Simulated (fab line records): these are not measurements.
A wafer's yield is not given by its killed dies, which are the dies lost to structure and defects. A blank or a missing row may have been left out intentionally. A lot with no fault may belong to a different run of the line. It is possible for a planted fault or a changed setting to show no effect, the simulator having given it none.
fab line records -- flow n5Finfet
record lots=14, wafers=42, lastDay=17
route steps=1938 shown BEOL_M10@1515 BEOL_M11@1540
lots untouched by any fault: they come from a run of this same line in which no faults occurred
startH: start of the lot's first displayed wafer, in hours after the record's first day -- waitH: hours from the lot's prior step to this one -- " same as the row above -- L1.1+2: several wafers, shown together as one row -- - either no value or no given start -- * or withheld: withheld -- < > ~ a bound
route shown NAME@n: names a module that has steps shown in the file, with the first one's number in the route -- usual: mean and standard deviation over wafers with no fault -- same: alike in all rows -- chamber/n: place in a boat -- sites: readings site by site -- _std_site: the standard deviation of these -- _edge_site: inner sites' mean taken away from outer sites' mean -- radiusMm: for every site, how far away it sits from the centre of the wafer -- mask NAME#n: copy n -- behind: the tool/chamber that last shaped the wafer -- hold: reason for holding the lot/hours on hold/outcome of the hold -- device: the n, p or np transistor that did not switch -- end of line: the tests these same wafers got at the end of their route -- step lacking rows: just its recipe -- killed: dies that structure and defects cost at the first sort, which is not the same as the wafer's yield -- map: the dies of a wafer, with x for killed, . for not killed, _ for no die there
set.NAME: the run value of the setting; set.NAME@STEP: its run value at that earlier step -- model.NAME: the simulator's own value behind a step, which no gauge read
steps of the route over a sample of lots; a table a step, a row a wafer
services: when a tool's chamber went out of use (startH, in hours from the record's first day, below 0 if earlier), for how many hours, and the reason
## steps
# step N5_BEOL_M10_OCD_MEAS_38
# usual trenchDepthNm=148.2/2.9
lot.wafer,tool,chamber,startH,waitH,trenchDepthNm
L722.2,ocd-01,-,232.88,-,148.9
L722.5,ocd-01,-,232.88,-,144.9
L722.6,ocd-01,-,232.88,-,147.6
L721.3,ocd-02,-,235.71,-,151.2
L721.5,ocd-02,-,235.71,-,144.8
L721.6,ocd-02,-,235.71,-,152.1
L724.3,ocd-02,-,262.45,-,143.6
L724.4,ocd-02,-,262.45,-,145.8
L724.6,ocd-02,-,262.45,-,143.3
L727.1,ocd-02,-,274.16,-,144.5
L727.4,ocd-02,-,274.16,-,147.5
L727.6,ocd-02,-,274.16,-,147.3
L728.2,ocd-02,-,294.10,-,145.0
L728.5,ocd-02,-,294.10,-,145.1
L728.6,ocd-02,-,294.10,-,151.0
L731.1,ocd-01,-,296.69,-,152.2
L731.2,ocd-01,-,296.69,-,146.1
L731.6,ocd-01,-,296.69,-,146.6
L733.1,ocd-01,-,301.95,-,150.3
L733.5,ocd-01,-,301.95,-,151.0
L733.6,ocd-01,-,301.95,-,147.0
L735.2,ocd-01,-,309.48,-,155.2
L735.4,ocd-01,-,309.48,-,143.9
L735.5,ocd-01,-,309.48,-,145.1
L738.2,ocd-02,-,323.43,-,146.2
L738.3,ocd-02,-,323.43,-,144.4
L738.4,ocd-02,-,323.43,-,148.4
L736.2,ocd-01,-,324.79,-,149.5
L736.3,ocd-01,-,324.79,-,149.9
L736.6,ocd-01,-,324.79,-,144.6
L740.1,ocd-02,-,345.99,-,151.0
L740.5,ocd-02,-,345.99,-,146.1
L740.6,ocd-02,-,345.99,-,151.3
L741.1,ocd-02,-,349.17,-,148.2
L741.3,ocd-02,-,349.17,-,149.7
L741.4,ocd-02,-,349.17,-,144.3
L742.1,ocd-01,-,354.24,-,150.4
L742.3,ocd-01,-,354.24,-,146.9
L742.4,ocd-01,-,354.24,-,145.1
L743.2,ocd-02,-,363.27,-,149.1
L743.4,ocd-02,-,363.27,-,147.2
L743.5,ocd-02,-,363.27,-,149.7
# step N5_BEOL_M10_CMP_52
# recipe stopOn=SiCOH_lowk, tOverpolishS=7, downForcePsi=1, platenRpm=50, clearingPlatenDownForcePsi=1.5, clearingPlatenRpm=50, postCmpClean=cuAlkaline, targetThkNm=140, clearingPlatenPadVelocityMS=0.99484, padVelocityMS=0.99484
# usual barrierFieldEndpointS=28.8/0.78, clearingPlatenDownForcePsi=1.499/0.0032, motorCurrentA=5.9/0.64, overpolishRunS=6.999/0.0094, timeToEndpointS=65/3.3
lot.wafer,tool,chamber,startH,waitH,barrierFieldEndpointS,clearingPlatenDownForcePsi,motorCurrentA,overpolishRunS,timeToEndpointS
L722.2,cmp-01,3,235.27,0.2,28.9,1.499,7.1,6.995,66
L722.6,cmp-01,2,235.27,0.2,29.6,1.500,5.5,7.002,65
L722.5,cmp-01,3,235.27,0.2,28.8,1.502,7.3,6.985,64
L721.3,cmp-03,2,239.79,0.3,26.6,1.494,5.4,7.004,58
L721.5,cmp-03,3,239.79,0.3,27.4,1.499,5.7,7.003,58
L721.6,cmp-03,0,239.79,0.3,28.3,1.496,5.4,7.003,64
L724.4,cmp-03,0,264.60,0.1,29.4,1.500,5.3,6.998,66
L724.3,cmp-03,1,264.60,0.1,28.7,1.496,5.3,7.008,63
L724.6,cmp-03,1,264.60,0.1,28.6,1.498,5.5,7.009,63
L727.1,cmp-04,2,276.20,0.3,29.3,1.507,7.1,7.008,66
L727.4,cmp-04,3,276.20,0.3,30.4,1.496,6.0,7.007,69
L727.6,cmp-04,3,276.20,0.3,29.8,1.497,6.2,6.978,66
L728.2,cmp-03,3,296.10,0.3,28.0,1.500,5.8,6.992,60
L728.5,cmp-03,0,296.10,0.3,29.5,1.504,5.6,6.992,67
L728.6,cmp-03,1,296.10,0.3,28.3,1.500,5.2,7.005,62
L731.2,cmp-03,0,298.88,0.2,28.9,1.502,5.5,6.989,67
L731.1,cmp-03,1,298.88,0.2,28.5,1.499,5.6,6.993,68
L731.6,cmp-03,0,298.88,0.2,29.4,1.495,5.6,7.007,66
L733.1,cmp-04,0,305.03,0.3,29.5,1.501,5.4,6.997,69
L733.5,cmp-04,0,305.03,0.3,31.0,1.498,5.4,6.997,70
L733.6,cmp-04,1,305.03,0.3,29.5,1.498,5.9,6.998,68
L735.4,cmp-03,0,312.56,0.3,29.6,1.498,5.7,6.973,63
L735.2,cmp-03,2,312.56,0.3,29.7,1.494,5.2,7.009,61
L735.5,cmp-03,3,312.56,0.3,29.1,1.499,5.5,7.005,59
L738.3,cmp-04,0,326.28,0.2,29.4,1.503,5.3,6.985,69
L738.4,cmp-04,1,326.28,0.2,29.3,1.496,6.1,7.007,67
L738.2,cmp-04,3,326.28,0.2,29.4,1.497,6.4,7.012,69
L736.2,cmp-01,0,327.63,0.2,28.8,1.495,5.1,7.003,65
L736.3,cmp-01,2,327.63,0.2,29.4,1.504,5.2,6.996,66
L736.6,cmp-01,0,327.63,0.2,28.5,1.494,5.2,6.999,65
L740.1,cmp-03,2,348.56,0.3,28.0,1.501,5.5,7.000,65
L740.6,cmp-03,1,348.56,0.3,29.0,1.503,5.1,7.028,66
L740.5,cmp-03,2,348.56,0.3,28.4,1.498,5.2,7.008,64
L741.1,cmp-03,2,351.80,0.3,27.8,1.505,5.3,7.001,63
L741.4,cmp-03,3,351.80,0.3,29.1,1.495,5.9,7.002,65
L741.3,cmp-03,0,351.80,0.3,28.5,1.499,5.5,6.999,65
L742.4,cmp-03,1,356.66,0.2,29.1,1.503,5.7,7.011,64
L742.1,cmp-03,2,356.66,0.2,28.4,1.502,5.4,6.993,64
L742.3,cmp-03,3,356.66,0.2,28.9,1.501,5.9,6.996,63
L743.4,cmp-03,1,365.89,0.2,28.0,1.500,5.7,7.000,66
L743.2,cmp-03,3,365.89,0.2,28.4,1.500,5.8,7.002,62
L743.5,cmp-03,1,365.89,0.2,29.2,1.502,5.6,6.998,69
# step N5_BEOL_M10_DEP_56
# recipe material=SiCN, targetThkA=150, tempC=withheld, precursor=3MS/NH3, pressureTorr=3, rfW=202, timeS=26.5
# usual chamberPressureTorr=3.000/0.0068, rfFwdPowerW=199.3/0.9, showerheadPlenumPTorr=3.668/0.014, showerheadVppV=895/35, throttleValvePct=8.9/0.51
lot.wafer,tool,chamber,startH,waitH,chamberPressureTorr,rfFwdPowerW,showerheadPlenumPTorr,showerheadVppV,throttleValvePct
L722.2,pecvd-01,1,235.59,0.0,2.981,199.0,3.668,875,8.4
L722.5,pecvd-01,0,235.59,0.0,3.004,199.2,3.680,879,9.5
L722.6,pecvd-01,2,235.59,0.0,3.008,200.1,3.659,933,8.3
L721.3,pecvd-01,0,240.03,0.0,3.010,198.6,3.681,883,9.5
L721.5,pecvd-01,0,240.03,0.0,2.998,199.4,3.678,875,9.4
L721.6,pecvd-01,2,240.03,0.0,3.004,200.1,3.654,910,8.5
L724.3,pecvd-03,0,264.96,0.0,2.999,200.0,3.668,905,9.2
L724.4,pecvd-03,1,264.96,0.0,2.990,199.2,3.677,868,9.2
L724.6,pecvd-03,0,264.96,0.0,3.009,199.1,3.665,884,9.2
L727.1,pecvd-04,1,276.55,0.0,2.993,199.6,3.667,942,9.3
L727.4,pecvd-04,2,276.55,0.0,3.002,200.4,3.666,883,8.8
L727.6,pecvd-04,1,276.55,0.0,2.996,200.2,3.676,935,8.9
L728.2,pecvd-01,1,296.34,0.0,3.001,199.2,3.660,851,8.2
L728.5,pecvd-01,2,296.34,0.0,2.997,200.6,3.653,935,8.4
L728.6,pecvd-01,0,296.34,0.0,3.001,197.4,3.685,880,9.5
L731.1,pecvd-04,1,299.24,0.0,3.001,201.1,3.663,967,9.0
L731.2,pecvd-04,0,299.24,0.0,2.998,199.2,3.679,960,9.4
L731.6,pecvd-04,0,299.24,0.0,2.993,199.5,3.679,928,9.5
L733.1,pecvd-03,2,305.38,0.0,3.000,197.7,3.634,888,8.3
L733.5,pecvd-03,0,305.38,0.0,3.006,198.8,3.672,890,9.0
L733.6,pecvd-03,2,305.38,0.0,3.000,197.8,3.638,906,8.1
L735.2,pecvd-03,1,312.88,0.0,3.005,199.7,3.678,856,9.5
L735.4,pecvd-03,1,312.88,0.0,3.006,199.1,3.681,873,9.5
L735.5,pecvd-03,2,312.88,0.0,3.002,198.6,3.639,884,8.0
L738.2,pecvd-03,1,326.65,0.0,2.998,199.4,3.672,862,9.4
L738.3,pecvd-03,2,326.65,0.0,3.006,197.8,3.641,872,7.8
L738.4,pecvd-03,1,326.65,0.0,2.998,199.0,3.690,866,9.3
L736.2,pecvd-03,1,328.00,0.0,3.007,200.5,3.677,868,9.4
L736.3,pecvd-03,2,328.00,0.0,3.001,199.1,3.635,901,8.4
L736.6,pecvd-03,2,328.00,0.0,3.008,198.4,3.637,875,7.9
L740.1,pecvd-03,1,348.88,0.0,3.002,198.7,3.687,864,9.2
L740.5,pecvd-03,1,348.88,0.0,3.002,200.0,3.681,861,9.3
L740.6,pecvd-03,2,348.88,0.0,2.985,197.8,3.640,888,8.0
L741.1,pecvd-03,0,352.15,0.0,3.018,199.9,3.669,897,9.3
L741.3,pecvd-03,1,352.15,0.0,2.995,199.5,3.672,861,9.2
L741.4,pecvd-03,0,352.15,0.0,3.006,199.9,3.678,914,9.1
L742.1,pecvd-01,0,357.00,0.0,3.002,199.5,3.674,876,9.5
L742.3,pecvd-01,1,357.00,0.0,3.007,199.7,3.678,845,8.3
L742.4,pecvd-01,0,357.00,0.0,3.001,198.8,3.679,863,9.7
L743.2,pecvd-03,2,366.21,0.0,3.001,197.7,3.638,879,8.2
L743.4,pecvd-03,1,366.21,0.0,3.008,199.1,3.680,871,9.4
L743.5,pecvd-03,0,366.21,0.0,2.995,200.1,3.662,885,9.3
# step N5_BEOL_M11_HM_DEP_02
# recipe material=TiN, targetThkA=200, tempC=25, chamberPressurePa=0.49996
# usual chamberPressurePa=0.4999/0.00088, substrateTempC=24.99/0.1, throttleValvePct=29.9/1.2
lot.wafer,tool,chamber,startH,waitH,chamberPressurePa,substrateTempC,throttleValvePct
L722.2,pvdSputter-03,-,236.84,0.3,0.5000,24.89,30.4
L722.5,pvdSputter-03,-,236.84,0.3,0.4993,24.96,30.3
L722.6,pvdSputter-03,-,236.84,0.3,0.4995,25.17,29.1
L721.3,pvdSputter-01,-,241.20,0.4,0.4986,25.00,30.7
L721.5,pvdSputter-01,-,241.20,0.4,0.4998,25.01,27.7
L721.6,pvdSputter-01,-,241.20,0.4,0.5008,24.85,28.9
L724.3,pvdSputter-02,-,266.35,0.6,0.4993,25.04,28.4
L724.4,pvdSputter-02,-,266.35,0.6,0.5008,24.98,29.5
L724.6,pvdSputter-02,-,266.35,0.6,0.5006,25.11,28.3
L727.1,pvdSputter-03,-,278.90,1.5,0.4987,25.08,28.9
L727.4,pvdSputter-03,-,278.90,1.5,0.4989,24.88,30.4
L727.6,pvdSputter-03,-,278.90,1.5,0.4998,24.90,29.1
L728.2,pvdSputter-02,-,297.80,0.7,-,-,-
L728.5,pvdSputter-02,-,297.80,0.7,-,-,-
L728.6,pvdSputter-02,-,297.80,0.7,-,-,-
L731.1,pvdSputter-03,-,300.13,0.1,-,-,-
L731.2,pvdSputter-03,-,300.13,0.1,-,-,-
L731.6,pvdSputter-03,-,300.13,0.1,-,-,-
L733.1,pvdSputter-03,-,306.97,0.3,0.5020,25.10,30.3
L733.5,pvdSputter-03,-,306.97,0.3,0.5006,24.96,30.2
L733.6,pvdSputter-03,-,306.97,0.3,0.4994,25.09,30.5
L735.2,pvdSputter-01,-,313.85,0.1,0.4997,24.84,27.6
L735.4,pvdSputter-01,-,313.85,0.1,0.4987,25.10,30.9
L735.5,pvdSputter-01,-,313.85,0.1,0.5016,24.93,32.1
L738.2,pvdSputter-01,-,329.51,2.1,0.4992,24.85,29.3
L738.3,pvdSputter-01,-,329.51,2.1,0.4990,24.97,31.9
L738.4,pvdSputter-01,-,329.51,2.1,0.4986,25.01,31.2
L736.2,pvdSputter-01,-,329.97,1.2,0.4998,24.83,27.6
L736.3,pvdSputter-01,-,329.97,1.2,0.4995,25.04,32.0
L736.6,pvdSputter-01,-,329.97,1.2,0.4994,24.97,29.2
L740.1,pvdSputter-03,-,350.75,1.1,0.5012,24.93,30.2
L740.5,pvdSputter-03,-,350.75,1.1,0.5011,25.12,30.2
L740.6,pvdSputter-03,-,350.75,1.1,0.5003,25.26,29.2
L741.1,pvdSputter-02,-,354.38,1.4,0.5009,25.04,28.2
L741.3,pvdSputter-02,-,354.38,1.4,0.4996,24.97,31.1
L741.4,pvdSputter-02,-,354.38,1.4,0.5005,25.07,30.1
L742.1,pvdSputter-03,-,359.14,1.3,0.5002,25.00,29.1
L742.3,pvdSputter-03,-,359.14,1.3,0.5006,24.95,30.3
L742.4,pvdSputter-03,-,359.14,1.3,0.4996,24.92,29.5
L743.2,pvdSputter-01,-,368.21,0.9,0.5010,24.98,30.9
L743.4,pvdSputter-01,-,368.21,0.9,0.4995,24.76,27.5
L743.5,pvdSputter-01,-,368.21,0.9,0.4999,24.94,31.0
# step N5_BEOL_M11_HM_OPEN_17
# recipe chemistry=Cl2/BCl3, targetDepthA=200, overetchA=60, target=TiN, maskMaterial=SOC, ionEnergyEv=150, pressureMtorr=10, icpW=1000, biasW=126, Cl2_flow_sccm=53.25, bcl3FlowSccm=21.75, Ar_flow_sccm=25
# usual drypumpMotorCurrentA=6.2/0.44, oesProductAu=0.67/0.093, throttleValvePct=22.04/0.13
lot.wafer,tool,chamber,startH,waitH,drypumpMotorCurrentA,oesProductAu,rfHoursCounterH,throttleValvePct
L722.2,rieMetal-01,1,237.58,0.0,6.6,0.81,3,21.88
L722.5,rieMetal-01,0,237.58,0.0,6.2,0.53,-,22.20
L722.6,rieMetal-01,1,237.58,0.0,6.6,0.81,-,21.87
L721.3,rieMetal-03,0,242.23,0.1,5.4,0.61,-,22.17
L721.5,rieMetal-03,1,242.23,0.1,6.5,0.70,-,21.84
L721.6,rieMetal-03,0,242.23,0.1,5.4,0.60,-,22.18
L724.3,rieMetal-02,0,267.24,0.1,5.9,0.56,-,22.16
L724.4,rieMetal-02,1,267.24,0.1,6.6,0.69,-,22.07
L724.6,rieMetal-02,0,267.24,0.1,5.9,0.56,-,22.16
L727.1,rieMetal-02,1,279.72,0.0,6.6,0.67,40,22.10
L727.4,rieMetal-02,1,279.72,0.0,6.5,0.67,-,22.08
L727.6,rieMetal-02,1,279.72,0.0,6.6,0.67,-,22.10
L728.2,rieMetal-02,0,298.65,0.0,5.9,0.24,100,22.82
L728.5,rieMetal-02,1,298.65,0.0,6.5,0.30,-,22.73
L728.6,rieMetal-02,0,298.65,0.0,5.9,0.25,-,22.83
L731.1,rieMetal-01,0,300.94,0.0,6.2,0.37,1,22.67
L731.2,rieMetal-01,1,300.94,0.0,6.6,0.34,10,22.54
L731.6,rieMetal-01,0,300.94,0.0,6.3,0.37,-,22.66
L733.1,rieMetal-01,1,307.82,0.0,6.6,0.78,11,21.87
L733.5,rieMetal-01,0,307.82,0.0,6.3,0.83,-,21.98
L733.6,rieMetal-01,1,307.82,0.0,6.6,0.78,-,21.89
L735.2,rieMetal-03,0,314.85,0.0,5.4,0.60,74,22.18
L735.4,rieMetal-03,0,314.85,0.0,5.4,0.60,-,22.18
L735.5,rieMetal-03,0,314.85,0.0,5.4,0.60,-,22.18
L738.2,rieMetal-02,0,330.45,0.0,5.9,0.55,102,22.17
L738.3,rieMetal-02,0,330.45,0.0,5.9,0.54,-,22.18
L738.4,rieMetal-02,1,330.45,0.0,6.5,0.66,-,22.08
L736.2,rieMetal-01,0,331.38,0.0,6.3,0.82,4,22.02
L736.3,rieMetal-01,1,331.38,0.0,6.6,0.76,-,21.91
L736.6,rieMetal-01,1,331.38,0.0,6.5,0.76,-,21.90
L740.1,rieMetal-02,0,351.95,0.0,5.9,0.55,105,22.18
L740.5,rieMetal-02,0,351.95,0.0,5.9,0.55,-,22.19
L740.6,rieMetal-02,1,351.95,0.0,6.5,0.66,-,22.07
L741.1,rieMetal-03,0,355.64,0.0,5.4,0.59,79,22.21
L741.3,rieMetal-03,1,355.64,0.0,6.5,0.67,-,21.88
L741.4,rieMetal-03,0,355.64,0.0,5.4,0.59,-,22.23
L742.1,rieMetal-03,1,360.01,0.0,6.5,0.67,40,21.87
L742.3,rieMetal-03,1,360.01,0.0,6.5,0.67,-,21.87
L742.4,rieMetal-03,0,360.01,0.0,5.4,0.59,-,22.22
L743.2,rieMetal-03,0,369.07,0.0,5.4,0.59,80,22.20
L743.4,rieMetal-03,1,369.07,0.0,6.5,0.68,-,21.86
L743.5,rieMetal-03,0,369.07,0.0,5.4,0.59,-,22.19
# step N5_BEOL_M11_CD_MEAS_18
# recipe pitchNm=140, targetCdNm=70
# usual cdNm=70.0/0.65
lot.wafer,tool,chamber,startH,waitH,cdNm
L722.2,cdSem-03,-,237.98,0.1,69.1
L722.5,cdSem-03,-,237.98,0.1,69.7
L722.6,cdSem-03,-,237.98,0.1,69.1
L721.3,cdSem-01,-,242.38,0.1,70.7
L721.5,cdSem-01,-,242.38,0.1,70.8
L721.6,cdSem-01,-,242.38,0.1,69.9
L724.3,cdSem-03,-,267.39,0.1,70.3
L724.4,cdSem-03,-,267.39,0.1,69.4
L724.6,cdSem-03,-,267.39,0.1,69.6
L727.1,cdSem-01,-,280.16,0.0,69.8
L727.4,cdSem-01,-,280.16,0.0,69.1
L727.6,cdSem-01,-,280.16,0.0,69.8
L728.2,cdSem-01,-,298.84,0.1,-
L728.5,cdSem-01,-,298.84,0.1,-
L728.6,cdSem-01,-,298.84,0.1,-
L731.1,cdSem-03,-,301.12,0.0,-
L731.2,cdSem-03,-,301.12,0.0,-
L731.6,cdSem-03,-,301.12,0.0,-
L733.1,cdSem-03,-,308.00,0.0,70.5
L733.5,cdSem-03,-,308.00,0.0,69.3
L733.6,cdSem-03,-,308.00,0.0,70.1
L735.2,cdSem-01,-,315.04,0.1,69.3
L735.4,cdSem-01,-,315.04,0.1,71.0
L735.5,cdSem-01,-,315.04,0.1,70.0
L738.2,cdSem-02,-,330.89,0.1,68.5
L738.3,cdSem-02,-,330.89,0.1,69.6
L738.4,cdSem-02,-,330.89,0.1,68.8
L736.2,cdSem-03,-,331.66,0.1,70.5
L736.3,cdSem-03,-,331.66,0.1,70.0
L736.6,cdSem-03,-,331.66,0.1,69.9
L740.1,cdSem-03,-,352.17,0.0,70.7
L740.5,cdSem-03,-,352.17,0.0,69.9
L740.6,cdSem-03,-,352.17,0.0,71.1
L741.1,cdSem-01,-,355.82,0.0,70.0
L741.3,cdSem-01,-,355.82,0.0,70.0
L741.4,cdSem-01,-,355.82,0.0,69.6
L742.1,cdSem-02,-,360.19,0.0,69.2
L742.3,cdSem-02,-,360.19,0.0,69.6
L742.4,cdSem-02,-,360.19,0.0,70.9
L743.2,cdSem-03,-,369.25,0.1,70.5
L743.4,cdSem-03,-,369.25,0.1,71.0
L743.5,cdSem-03,-,369.25,0.1,70.5
## services
tool,chamber,startH,hours,kind
cmp-01,-,216.30,6.0,pm
pecvd-04,-,226.86,0.3,repair
cmp-03,-,228.00,4.0,pm
cmp-03,-,234.83,4.0,pm
cmp-03,-,238.83,-,consumableReplace:conditioner
cmp-03,-,241.71,8.8,pm
cmp-01,-,248.49,9.0,repair
rieMetal-01,0,261.52,7.2,repair
cmp-01,-,262.95,3.7,repair
cmp-03,-,276.12,4.4,repair
cmp-04,-,280.95,2.1,repair
cmp-01,-,281.95,4.0,pm
rieMetal-02,-,299.20,2.8,pm
pecvd-04,-,305.06,0.7,repair
pecvd-04,1,311.86,2.0,repair
cmp-04,-,317.85,1.7,repair
pecvd-04,2,321.50,4.9,repair
cmp-03,-,326.71,1.0,repair
cmp-01,-,341.57,5.2,pm
pecvd-01,-,343.73,6.1,repair
pecvd-03,-,346.86,1.4,repair
cmp-04,-,347.34,4.0,pm
cmp-01,-,351.23,1.4,repair
pecvd-01,2,356.82,17.4,repair
## key
firstSign step=N5_BEOL_M11_HM_DEP_02, reading=toolRecord, direction=missing
effect step=N5_BEOL_M11_HM_OPEN_17, reading=oesProductAu, direction=down, sigmas=3.9, usual=0.67, struck=0.31
effect step=N5_BEOL_M11_CD_MEAS_18, reading=cdNm, direction=missing
metAt N5_BEOL_M11_HM_DEP_02
struckLots L728,L731
laterRowsLeftOut L728.2,L728.5,L728.6,L731.1,L731.2,L731.6
sortLeftOut L728.2,L728.5,L728.6,L731.1,L731.2,L731.6
notActingAt N5_BEOL_M10_OCD_MEAS_38,N5_BEOL_M10_CMP_52,N5_BEOL_M10_DEP_56
onsetBetween 278.90 297.80
earlierFault kind=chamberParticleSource, tool=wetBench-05, chamber=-, onsetH=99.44, steps=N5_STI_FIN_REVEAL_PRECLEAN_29, ratePerVisitCm2=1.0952
earlierFault kind=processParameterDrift, tool=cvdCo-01, chamber=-, onsetH=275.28, steps=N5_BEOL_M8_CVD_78, channel=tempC, offset=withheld, shape=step, actsIn=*
fault kind=skippedStepWhole, tool=pvdSputter-02,pvdSputter-03, chamber=-, onsetH=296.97, steps=N5_BEOL_M11_HM_DEP_02, scope=struckLotsOnly
# sortLeftOut: the simulated sort isn't trusted on such a fault, so these wafers' sort isn't shown, and their yield isn't known
# laterRowsLeftOut: the simulator's readings of these wafers behind a module that went badly wrong aren't trusted and aren't shown, but for the sort
